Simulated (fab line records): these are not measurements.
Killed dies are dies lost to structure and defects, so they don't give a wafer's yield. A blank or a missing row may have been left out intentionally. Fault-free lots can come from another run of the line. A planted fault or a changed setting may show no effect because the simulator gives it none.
Matching of chambers    flow n5 finfet    pecvd-01 running N5_BEOL_M7_PECVD_70: 3 sister chambers
The step deposits SiO2 from TEOS/O2, target thk 20 nm, time 22.7 s. 6 wafers are shown with their chamber, then 12 later ones without.

## EACH WAFER AND ITS CHAMBER
wafer   chamber  throttle valve pct (%)  showerhead plenum p Torr (Torr)
L086.3  2        20.2                    8.95
L089.4  0        21.9                    8.87
L089.5  1        22.2                    8.84
L091.2  2        20.4                    8.92
L091.3  1        22.3                    8.81
L091.6  0        21.7                    8.88

## WAFERS WITHOUT THEIR CHAMBER
wafer   throttle valve pct (%)  showerhead plenum p Torr (Torr)
L094.2  22.6                    8.80
L094.3  20.1                    8.91
L094.5  20.2                    8.92
L095.1  22.1                    8.83
L095.3  21.9                    8.86
L095.4  20.5                    8.90
L096.1  22.0                    8.86
L096.3  20.4                    8.91
L096.5  21.9                    8.88
L097.1  22.5                    8.83
L097.3  22.0                    8.87
L097.5  22.0                    8.82

## WHICH CHAMBER EACH WENT THROUGH
wafer   from the rows above      in truth
L094.2  1                        1
L094.3  2                        2
L094.5  2                        2
L095.1  1                        1
L095.3  0                        0
L095.4  2                        2
L096.1  can't be placed: 0 or 1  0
L096.3  2                        2
L096.5  0                        0
L097.1  1                        1
L097.3  can't be placed: 0 or 1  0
L097.5  can't be placed: 1 or 0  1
Placed correctly: 9 of 12. These rows do not allow placing 3 (true chamber among the candidates in 3). Wrongly placed: 0.
How it was worked out, from the rows above alone: a wafer's distance from a chamber is the root of the sum, over the readings, of the square of ((its reading less the chamber's mean) divided by the reading's scatter). The wafer belongs to the nearest chamber; if the next one is less than 2 further off, it can't be placed. A chamber's mean is the mean of its shown wafers. The scatter is the square root of a quotient: the sum, over the shown wafers, of each reading's squared deviation from its chamber's mean, divided by wafers minus chambers.
